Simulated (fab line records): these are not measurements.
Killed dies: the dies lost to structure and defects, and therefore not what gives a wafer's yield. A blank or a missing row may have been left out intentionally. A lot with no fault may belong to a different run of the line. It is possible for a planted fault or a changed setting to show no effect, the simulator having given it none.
fab line records -- flow nandHarc
record: lots: 5, wafers: 15, lastDay: 24
route steps=1159 shown A_CONTACT@940 A_BLC@964 END@1159
lots untouched by any fault: they come from a run of this same line in which no faults occurred
startH: hours from the record's opening day to when the first of the lot's shown wafers began -- waitH: time in hours since the lot's previous step -- " repeats the value in the row above -- L1.1+2: one row covering several wafers at once -- - no value present, or no start provided -- * or withheld: withheld -- < > ~ a bound
route shown NAME@n: a module of which the file shows steps, and the number in the route of the first -- usual: mean/standard deviation of fault-free wafers -- same: alike in all rows -- chamber/n: place in a boat -- sites: the reading at each site -- _std_site: how widely they spread, as a standard deviation -- _edge_site: outer sites' mean less inner sites' -- radiusMm: how far each site lies from the wafer's centre -- mask NAME#n: copy n -- behind: the most recent tool/chamber to have shaped the wafer -- hold: reason for holding the lot/hours on hold/outcome of the hold -- device: the transistor (n, p or np) that didn't switch -- end of line: tests run on the same wafers once the route is complete -- step lacking rows: just its recipe -- killed: not the wafer's yield, but the dies lost to structure and defects at the first sort -- map: per-die view of a wafer (x killed, . not killed, _ where there is no die)
set.NAME: the setting the step ran with; set.NAME@STEP: the setting that earlier step ran with -- model.NAME: the simulator's own value behind a step, which no gauge read
certain route steps with their lots: each step a table, each wafer a row
services: a tool's chamber out of use, with start hour (startH, from the record's first day; less than 0 if before it), hours out, and reason
== steps ==
step: NHARC_A_CONTACT_ETCH_89
recipe: targetDepthA: 2600, overEtchFrac: 0.3, timeS: 475.3, ionEnergyEv: 200, n2FlowSccm: 150, h2FlowSccm: 150, arFlowSccm: 0, rfW: 400, biasW: 150, chemistry: N2/H2
step: NHARC_A_CONTACT_ETCH_30
recipe: targetDepthA: 605, timeS: 30.2, cf4FlowSccm: 100, chf3FlowSccm: 30, arFlowSccm: 0, rfW: 500, biasW: 200, chemistry: CF4/CHF3
step: NHARC_A_CONTACT_ETCH_31
recipe: targetDepthA: 20000, overEtchFrac: 0.3, timeS: 520, ionEnergyEv: 150, o2FlowSccm: 400, cosFlowSccm: 20, arFlowSccm: 0, rfW: 500, biasW: 300, chemistry: O2/COS
step: NHARC_A_CONTACT_ETCH_134
recipe: sourceW: withheld, pressureMtorr: 20, biasV: withheld, timeS: 140, targetDepthA: 7000, arFlowSccm: withheld, c4f8FlowSccm: withheld, o2FlowSccm: withheld, chemistry: C4F8/O2/Ar
step: NHARC_A_CONTACT_ETCH_135
recipe: sourceW: withheld, pressureMtorr: 20, biasV: 3000, timeS: 132, targetDepthA: 12870, arFlowSccm: withheld, c4f8FlowSccm: withheld, o2FlowSccm: withheld, chemistry: C4F8/O2/Ar
step: NHARC_A_CONTACT_ETCH_136
recipe: sourceW: withheld, pressureMtorr: 20, biasV: 3000, timeS: 132, targetDepthA: 12870, arFlowSccm: withheld, c4f8FlowSccm: withheld, o2FlowSccm: withheld, chemistry: C4F8/O2/Ar
step: NHARC_A_CONTACT_ETCH_137
recipe: sourceW: withheld, pressureMtorr: 20, biasV: 3000, timeS: 132, targetDepthA: 12870, arFlowSccm: withheld, c4f8FlowSccm: withheld, o2FlowSccm: withheld, chemistry: C4F8/O2/Ar
lot.wafer,tool,chamber,startH,waitH,rfHoursCounterH
L178.3,harCapEtch-01,0,390.17,0.1,-
L178.5,harCapEtch-01,1,390.17,0.1,-
L178.6,harCapEtch-01,0,390.17,0.1,-
L180.2,harCapEtch-03,1,406.66,0.1,90
L180.1,harCapEtch-03,0,406.66,0.1,90
L180.4,harCapEtch-03,1,406.66,0.1,-
L184.2,harCapEtch-02,1,422.30,0.1,19
L184.1,harCapEtch-02,0,422.30,0.1,19
L184.5,harCapEtch-02,0,422.30,0.1,-
L199.1,harCapEtch-03,1,523.23,0.1,108
L199.4,harCapEtch-03,0,523.23,0.1,-
L199.6,harCapEtch-03,0,523.23,0.1,-
L198.1,harCapEtch-02,1,523.79,0.1,36
L198.2,harCapEtch-02,0,523.79,0.1,36
L198.5,harCapEtch-02,0,523.79,0.1,-
step: NHARC_A_CONTACT_ETCH_138
recipe: sourceW: withheld, pressureMtorr: 20, biasV: 3000, timeS: 132, targetDepthA: 12890, arFlowSccm: withheld, c4f8FlowSccm: withheld, o2FlowSccm: withheld, chemistry: C4F8/O2/Ar
lot.wafer,tool,chamber,startH,waitH,rfHoursCounterH
L178.3,harCapEtch-01,0,390.29,0.1,-
L178.5,harCapEtch-01,1,390.29,0.1,-
L178.6,harCapEtch-01,0,390.29,0.1,-
L180.2,harCapEtch-03,1,406.78,0.1,90
L180.1,harCapEtch-03,0,406.78,0.1,90
L180.4,harCapEtch-03,1,406.78,0.1,-
L184.2,harCapEtch-02,1,422.42,0.1,19
L184.1,harCapEtch-02,0,422.42,0.1,19
L184.5,harCapEtch-02,0,422.42,0.1,-
L199.1,harCapEtch-03,1,523.39,0.1,108
L199.4,harCapEtch-03,0,523.39,0.1,-
L199.6,harCapEtch-03,0,523.39,0.1,-
L198.1,harCapEtch-02,1,523.91,0.1,36
L198.2,harCapEtch-02,0,523.91,0.1,36
L198.5,harCapEtch-02,0,523.91,0.1,-
step: NHARC_A_CONTACT_ETCH_139
recipe: sourceW: withheld, pressureMtorr: 20, biasV: 400, timeS: 137, targetDepthA: 5900, arFlowSccm: withheld, c4f8FlowSccm: 11.5, o2FlowSccm: 7.2, chemistry: C4F8/O2/Ar
lot.wafer,tool,chamber,startH,waitH,rfHoursCounterH
L178.3,harCapEtch-01,0,390.47,0.2,-
L178.5,harCapEtch-01,1,390.47,0.2,-
L178.6,harCapEtch-01,0,390.47,0.2,-
L180.2,harCapEtch-03,1,406.90,0.1,90
L180.1,harCapEtch-03,0,406.90,0.1,90
L180.4,harCapEtch-03,1,406.90,0.1,-
L184.2,harCapEtch-02,1,422.55,0.1,19
L184.1,harCapEtch-02,0,422.55,0.1,19
L184.5,harCapEtch-02,0,422.55,0.1,-
L199.1,harCapEtch-03,1,523.55,0.1,109
L199.4,harCapEtch-03,0,523.55,0.1,-
L199.6,harCapEtch-03,0,523.55,0.1,-
L198.1,harCapEtch-02,1,524.03,0.1,37
L198.2,harCapEtch-02,0,524.03,0.1,37
L198.5,harCapEtch-02,0,524.03,0.1,-
step: NHARC_A_CONTACT_ETCH_92
recipe: targetDepthA: 400, overEtchFrac: 0.5, timeS: 85.7, ionEnergyEv: 120, ch3fFlowSccm: 50, o2FlowSccm: 30, arFlowSccm: 200, rfW: 500, biasW: 100, chemistry: CH3F/O2
step: NHARC_A_CONTACT_ETCH_98
recipe: targetDepthA: 200, overEtchFrac: 0.5, timeS: 10, ionEnergyEv: 250, c4f6FlowSccm: 25, o2FlowSccm: 20, arFlowSccm: 500, rfW: 600, biasW: 500, chemistry: C4F6/O2
step: NHARC_A_CONTACT_CD_MEAS_15
usual: cdNm: 89.7/0.77
lot.wafer,tool,chamber,startH,waitH,cdNm
L178.3,cdSem-01,-,391.01,-,88.2
L178.5,cdSem-01,-,391.01,-,88.7
L178.6,cdSem-01,-,391.01,-,89.9
L180.1,cdSem-03,-,407.53,-,89.4
L180.2,cdSem-03,-,407.53,-,89.8
L180.4,cdSem-03,-,407.53,-,89.5
L184.1,cdSem-01,-,423.17,-,89.9
L184.2,cdSem-01,-,423.17,-,89.7
L184.5,cdSem-01,-,423.17,-,89.1
L199.1,cdSem-01,-,524.29,-,89.9
L199.4,cdSem-01,-,524.29,-,90.7
L199.6,cdSem-01,-,524.29,-,90.0
L198.1,cdSem-03,-,524.65,-,90.2
L198.2,cdSem-03,-,524.65,-,89.2
L198.5,cdSem-03,-,524.65,-,89.4
step: NHARC_A_CONTACT_STRIP_107
recipe: n2FlowSccm: 150, h2FlowSccm: 150, arFlowSccm: 0, biasW: 0, chemistry: N2/H2
lot.wafer,tool,chamber,startH,waitH
L178.3+6+5,rieDiel-11,"0,0,3",391.08,0.1
L180.1+2+4,rieDiel-11,"3,0,2",407.61,0.1
L184.1+2+5,rieDiel-11,"3,0,1",423.26,0.1
L199.1+4+6,rieDiel-11,"2,3,1",524.38,0.1
L198.2+1+5,rieDiel-05,"0,3,1",524.72,0.1
step: NHARC_A_CONTACT_STRIP_108
recipe: cf4FlowSccm: 100, chf3FlowSccm: 30, arFlowSccm: 0, biasW: 0, chemistry: CF4/CHF3
step: NHARC_A_CONTACT_STRIP_109
recipe: o2FlowSccm: 400, cosFlowSccm: 20, arFlowSccm: 0, biasW: 0, chemistry: O2/COS
step: NHARC_A_CONTACT_ETCH_110
recipe: targetDepthA: 500, overetchA: 50, timeS: 27.5, ionEnergyEv: 100, cf4FlowSccm: 80, o2FlowSccm: 20, arFlowSccm: 0, rfW: 300, biasW: 100, chemistry: CF4/O2
usual: drypumpMotorCurrentA: 5.51/0.28, oesProductAu: 1.002/0.01, rfVppV: 197.0/1.4, showerheadPlenumPTorr: 1.30/0.053, throttleValvePct: 13.397/0.0097
lot.wafer,tool,chamber,startH,waitH,drypumpMotorCurrentA,oesProductAu,rfHoursCounterH,rfVppV,showerheadPlenumPTorr,throttleValvePct
L178.3,rieDiel-11,0,391.33,0.1,5.60,1.020,4,195.6,1.24,13.394
L178.6,rieDiel-11,0,391.33,0.1,5.58,1.007,-,197.9,1.24,13.400
L178.5,rieDiel-11,1,391.33,0.1,5.77,1.011,-,197.3,1.30,13.419
L180.2,rieDiel-11,0,407.82,0.1,5.62,1.007,7,194.6,1.24,13.382
L180.4,rieDiel-11,2,407.82,0.1,5.17,1.004,7,197.2,1.31,13.390
L180.1,rieDiel-11,3,407.82,0.1,5.12,1.004,7,196.3,1.26,13.381
L184.1,rieDiel-11,1,423.46,0.0,5.77,1.001,8,196.0,1.30,13.389
L184.2,rieDiel-11,0,423.46,0.0,5.64,1.021,10,194.9,1.24,13.404
L184.5,rieDiel-11,1,423.46,0.0,5.78,1.004,-,197.0,1.30,13.395
L199.1,rieDiel-11,1,524.64,0.1,5.76,0.990,26,195.9,1.29,13.400
L199.4,rieDiel-11,3,524.64,0.1,5.12,1.002,27,195.7,1.26,13.392
L199.6,rieDiel-11,1,524.64,0.1,5.77,0.994,-,197.3,1.29,13.387
L198.2,rieDiel-05,2,525.01,0.1,5.75,1.014,58,198.4,1.39,13.405
L198.1,rieDiel-05,3,525.01,0.1,5.41,1.018,60,199.9,1.42,13.383
L198.5,rieDiel-05,2,525.01,0.1,5.75,1.011,-,198.8,1.39,13.401
step: NHARC_A_CONTACT_STRIP_26
recipe: o2FlowSccm: 500, arFlowSccm: 0, biasW: 0, chemistry: O2
step: NHARC_A_CONTACT_STRIP_27
recipe: timeS: 600, tempC: 30, chemistry: postEtchResidueRemover
step: NHARC_A_CONTACT_ALD_18
recipe: targetThkA: 30, pulseTimeS: 1, aldCycles: 150, tempC: 450, material: TiN
step: NHARC_A_CONTACT_CVD_19
recipe: targetThkA: 3000, tempC: 300, pressureTorr: 40, wf6FlowSccm: 40, h2FlowSccm: 1600, arFlowSccm: 1560, timeS: 802, material: W
step: NHARC_A_CONTACT_CMP_20
recipe: tOverpolishS: 30, targetThkNm: 300
step: NHARC_A_CONTACT_SRD_22
step: NHARC_A_BLC_DEHYDRATE_00
recipe: tempC: 150, timeS: 120
step: NHARC_A_BLC_HMDS_01
recipe: timeS: 30
step: NHARC_A_BLC_COAT_02
recipe: tempC: 260, timeS: 75
step: NHARC_A_BLC_COAT_03
recipe: tempC: 225, timeS: 65
step: NHARC_A_BLC_COAT_04
recipe: spinRpm: 1500, resistThkNm: 90
step: NHARC_A_BLC_SOFTBAKE_05
recipe: tempC: 105, timeS: 55
step: NHARC_A_BLC_EBR_06
step: NHARC_A_BLC_EXPOSE_07
recipe: na: 1.35, targetCdNm: 100, doseMj: 67.97, maskId: A_BLC
step: NHARC_A_BLC_PEB_08
recipe: pebTempC: 100, pebTimeS: 65
step: NHARC_A_BLC_DEVELOP_09
recipe: developTimeS: 35, devTempC: 23
step: NHARC_A_BLC_CD_MEAS_10
recipe: targetCdNm: 100, landingEnergyEv: 500
usual: cdNm: 100.0/0.69
lot.wafer,tool,chamber,startH,waitH,cdNm
L178.3,cdSem-01,0,401.05,-,99.7
L178.5,cdSem-01,0,401.05,-,100.1
L178.6,cdSem-01,0,401.05,-,99.4
L180.1,cdSem-03,0,410.86,-,100.0
L180.2,cdSem-03,0,410.86,-,100.1
L180.4,cdSem-03,0,410.86,-,100.0
L184.1,cdSem-01,0,426.12,-,100.1
L184.2,cdSem-01,0,426.12,-,99.0
L184.5,cdSem-01,0,426.12,-,98.9
L199.1,cdSem-02,0,527.31,-,100.7
L199.4,cdSem-02,0,527.31,-,99.7
L199.6,cdSem-02,0,527.31,-,100.0
L198.1,cdSem-02,0,527.94,-,99.3
L198.2,cdSem-02,0,527.94,-,99.1
L198.5,cdSem-02,0,527.94,-,98.4
step: NHARC_A_BLC_OVL_MEAS_11
usual: overlayXNm: 0.3/0.74, overlayYNm: -0.4/0.78
lot.wafer,tool,chamber,startH,waitH,overlayXNm,overlayYNm
L178.3,overlay-02,-,401.14,-,0.9,-0.6
L178.5,overlay-02,-,401.14,-,1.1,-1.3
L178.6,overlay-02,-,401.14,-,0.5,-1.5
L180.1,overlay-01,-,410.95,-,-0.7,0.6
L180.2,overlay-01,-,410.95,-,-0.5,0.8
L180.4,overlay-01,-,410.95,-,-1.5,0.7
L184.1,overlay-01,-,426.21,-,0.0,-1.3
L184.2,overlay-01,-,426.21,-,0.2,-0.6
L184.5,overlay-01,-,426.21,-,0.0,-1.3
L199.1,overlay-01,-,527.39,-,0.9,-0.3
L199.4,overlay-01,-,527.39,-,1.0,-0.4
L199.6,overlay-01,-,527.39,-,0.8,0.1
L198.1,overlay-02,-,528.03,-,0.1,0.4
L198.2,overlay-02,-,528.03,-,0.6,0.7
L198.5,overlay-02,-,528.03,-,0.7,0.1
step: NHARC_A_BLC_DESCUM_15
recipe: timeS: 3, o2FlowSccm: 200, arFlowSccm: 0, biasPowerW: 0, chemistry: O2
step: NHARC_A_BLC_ETCH_16
recipe: targetDepthA: 390, overEtchFrac: 0.3, timeS: 65, ionEnergyEv: 80, cf4FlowSccm: 150, arFlowSccm: 0, rfW: 300, biasW: 100, chemistry: CF4
usual: drypumpMotorCurrentA: 5.7/0.36, oesProductAu: 0.998/0.013, rfVppV: 151.8/0.99, showerheadPlenumPTorr: 1.81/0.057, throttleValvePct: 13.284/0.0093
lot.wafer,tool,chamber,startH,waitH,drypumpMotorCurrentA,oesProductAu,rfHoursCounterH,rfVppV,showerheadPlenumPTorr,throttleValvePct
L178.3,rieDiel-07,2,401.49,0.2,5.3,1.002,19,152.1,1.81,13.282
L178.5,rieDiel-07,2,401.49,0.2,5.3,0.995,-,150.9,1.81,13.285
L178.6,rieDiel-07,3,401.49,0.2,5.3,1.000,-,151.3,1.76,13.288
L180.2,rieDiel-13,3,411.13,0.1,6.4,1.001,11,151.4,1.88,13.277
L180.1,rieDiel-13,1,411.13,0.1,5.7,1.012,12,152.3,1.84,13.276
L180.4,rieDiel-13,2,411.13,0.1,5.6,0.976,12,153.6,1.86,13.283
L184.2,rieDiel-13,0,426.39,0.1,6.1,0.998,14,152.3,1.85,13.286
L184.1,rieDiel-13,2,426.39,0.1,5.6,0.994,14,151.0,1.86,13.273
L184.5,rieDiel-13,0,426.39,0.1,6.0,0.986,-,152.6,1.85,13.290
L199.1,rieDiel-13,3,527.61,0.1,6.3,0.994,6,152.9,1.87,13.284
L199.6,rieDiel-13,1,527.61,0.1,5.6,1.019,-,151.8,1.84,13.286
L199.4,rieDiel-13,3,527.61,0.1,6.4,0.999,-,152.2,1.87,13.278
L198.2,rieDiel-07,1,528.22,0.1,5.3,0.998,13,148.9,1.71,13.281
L198.1,rieDiel-07,2,528.22,0.1,5.3,0.986,13,151.6,1.80,13.279
L198.5,rieDiel-07,3,528.22,0.1,5.3,0.999,-,152.1,1.76,13.291
step: NHARC_A_BLC_ETCH_17
recipe: targetDepthA: 3900, overEtchFrac: 0.25, timeS: 609.38, ionEnergyEv: 200, n2FlowSccm: 150, h2FlowSccm: 150, arFlowSccm: 0, rfW: 400, biasW: 150, chemistry: N2/H2
step: NHARC_A_BLC_ETCH_18
recipe: targetDepthA: 9100, c4f8FlowSccm: 20, o2FlowSccm: 10, arFlowSccm: withheld, rfW: 600, biasW: 1500, chemistry: C4F8/O2/Ar
step: NHARC_A_BLC_CD_MEAS_19
usual: cdNm: 100.0/2.6
lot.wafer,tool,chamber,startH,waitH,cdNm
L178.3,cdSem-02,-,402.38,-,99.1
L178.5,cdSem-02,-,402.38,-,100.6
L178.6,cdSem-02,-,402.38,-,101.2
L180.1,cdSem-01,-,412.02,-,98.4
L180.2,cdSem-01,-,412.02,-,101.3
L180.4,cdSem-01,-,412.02,-,99.1
L184.1,cdSem-01,-,427.27,-,98.4
L184.2,cdSem-01,-,427.27,-,98.5
L184.5,cdSem-01,-,427.27,-,99.1
L199.1,cdSem-03,-,528.65,-,96.9
L199.4,cdSem-03,-,528.65,-,97.5
L199.6,cdSem-03,-,528.65,-,94.9
L198.1,cdSem-02,-,529.10,-,97.5
L198.2,cdSem-02,-,529.10,-,100.6
L198.5,cdSem-02,-,529.10,-,100.8
step: NHARC_END_SORT_01
recipe: tempC: 25
usual: killedAtArray: 24/8.4, killedAtOther: 0.7/1.1, killedAtPeriphery: 2.9/1.7, killedDies: 27/8.6, killedOpen: 3.3/1.8, killedShort: 1.8/1.4
same: grossDies: 677
lot.wafer,tool,chamber,startH,waitH,killedAtArray,killedAtOther,killedAtPeriphery,killedDies,killedOpen,killedShort
L184.5,prober-01,0,481.92,3.7,72,1,3,76,6,0
killed by level:class
L184.5 A_CONTACT:unspecified=62 A_SLIT:chamberFilmFlake=5 P_M0:geometricParticle:open=2 P_CONTACT:geometricParticle:open=1 A_CHANNEL_FILL_D1:geometricParticle:open=1 A_CONTACT:geometricParticle:open=1 A_M0:geometricParticle:open=1 A_STAIRCASE:chamberFilmFlake=1
map L184.5 (x killed, . not)
____________.____________
_________......x_________
_______.........x._______
______...........xx______
_____..............x_____
____.................____
____..............x..____
___...................___
___..............x....___
__..................x..__
__...................x.__
_.x................x.x.._
_................xxxx.x._
_......x..........xxxxx._
_................xxxxxxx_
_...............x.xxxxxx_
.................xxxxxxxx
.................xxxxxxx.
...........x......xxxxxx.
....................xxxx.
.x................x.xx...
_..................xxxx._
_...................xx.._
_......................._
_......................._
_......................._
__.....................__
__....................x__
___...................___
___...................___
____..........x......____
____.................____
_____..............._____
______.............______
_______..........x_______
_________......._________
____________.____________
map L178.3 (x killed, . not)
____________.____________
_________......._________
_______..........._______
______.............______
_____..............x_____
____................x____
____.................____
___..x................___
___...................___
__......x..............__
__..x..............x...__
_......................._
_......................._
_.x....................._
_......................._
_......................._
.............x..x........
.........................
.........................
.........................
.........................
_......................._
_......................._
_......................._
_...x.....x............._
_...........x..........._
__..............x.x....__
__.....................__
___...................___
___...................___
____...x........xx...____
____.................____
_____..............._____
______..........x..______
_______..x........_______
_________......._________
____________.____________
== services ==
tool,chamber,startH,hours,kind
rieDiel-11,-,366.50,9.0,pm
rieDiel-11,0,366.50,9.0,ventCycle
rieDiel-11,1,366.50,9.0,ventCycle
rieDiel-11,2,366.50,9.0,ventCycle
rieDiel-11,3,366.50,9.0,ventCycle
rieDiel-11,0,375.50,-,clean
rieDiel-11,1,375.50,-,clean
rieDiel-11,2,375.50,-,clean
rieDiel-11,3,375.50,-,clean
rieDiel-11,2,389.44,2.3,repair
rieDiel-11,1,391.74,9.9,repair
rieDiel-11,0,400.00,-,clean
rieDiel-11,2,400.00,-,clean
rieDiel-11,3,400.00,-,clean
rieDiel-07,-,405.20,9.0,pm
rieDiel-11,0,424.51,-,clean
rieDiel-13,-,453.00,9.0,pm
rieDiel-11,0,469.31,12.6,repair
harCapEtch-03,-,471.93,0.8,repair
rieDiel-13,-,475.60,0.5,repair
rieDiel-07,3,482.81,18.6,repair
rieDiel-13,2,520.62,9.9,repair
rieDiel-05,1,521.02,1.9,repair
rieDiel-05,-,525.55,9.0,pm
== key ==
firstSign: step: NHARC_END_SORT_01, reading: killedAtArray, direction: up, sigmas: 5.7, usual: 24, struck: 72
effect: step: NHARC_END_SORT_01, reading: killedDies, direction: up, sigmas: 5.7, usual: 27, struck: 76
moreKillsBornAt: NHARC_A_CONTACT_STRIP_107@rieDiel-11: 62
metAt NHARC_A_CONTACT_STRIP_107
struckWafers L184.5
testerLeftOut L184
fault: kind: chamberParticleSource, tool: rieDiel-11, chamber: 1, onsetH: 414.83, steps: NHARC_A_CONTACT_STRIP_107, ratePerVisitCm2: 0.43082, endH: 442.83
testerLeftOut: of these lots the tester's yield and bins aren't shown, on N5 and GAA mostly nor the transistor test; their killed dies are dies lost to structure and defects alone, not to doping, threshold or leakage, so they don't give the yield
